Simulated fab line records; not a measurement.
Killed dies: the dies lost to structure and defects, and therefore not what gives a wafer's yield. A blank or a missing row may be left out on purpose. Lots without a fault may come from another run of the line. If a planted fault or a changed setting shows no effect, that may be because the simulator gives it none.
Which tool did it? -- flow n5Finfet -- 30 wafers sampled from 10 lots at 1 step of a route of 1938

WHAT THE GAUGES READ, wafer by wafer
N5_BEOL_M4_RC_MEAS_101.
lot,measured,on,DIBL_N (mV/V)
L948,day 9 16:02,prober-02,36.1 36.3 36.6
L950,day 10 11:10,prober-02,32.3 34.6 34.7
L951,day 10 20:08,prober-01,39.2 32.8 35.6
L952,day 10 22:46,prober-02,35.4 33.6 35.8
L954,day 11 05:07,prober-01,35.5 37.3 37.1
L958,day 12 11:52,prober-01,34.1 33.2 32.0
L959,day 13 01:37,prober-02,34.4 35.9 34.5
L961,day 13 08:37,prober-02,34.3 34.2 34.4
L960,day 13 12:47,prober-01,38.1 37.2 38.8
L963,day 14 00:35,prober-02,36.8 36.1 36.3

WHICH TOOL RAN EACH LOT (tool, then ch and the chambers of the sampled wafers, then the start)
No process step before these readings appears in the record.

THE ANSWER, worked out from the rows above alone
Rule: the lots themselves supply what counts as usual. The widest of any qualifying gaps counts: lots, ordered by their means at a reading, are off when they make up no more than a third of the lots, leave a main group of 4 or more, and stand apart from it by 3 or more times the standard deviation of that group's means. The tables above print the reading to a certain number of digits; a main group whose means all agree to those digits is not used. A lot without any number at a reading at which 4 lots or more have one is off too. Where the step has rows for the other lots, those lots are counted as sound.
None of the lots is off at any reading shown; this tells nothing.

WHAT THE SIMULATOR HAD PUT IN
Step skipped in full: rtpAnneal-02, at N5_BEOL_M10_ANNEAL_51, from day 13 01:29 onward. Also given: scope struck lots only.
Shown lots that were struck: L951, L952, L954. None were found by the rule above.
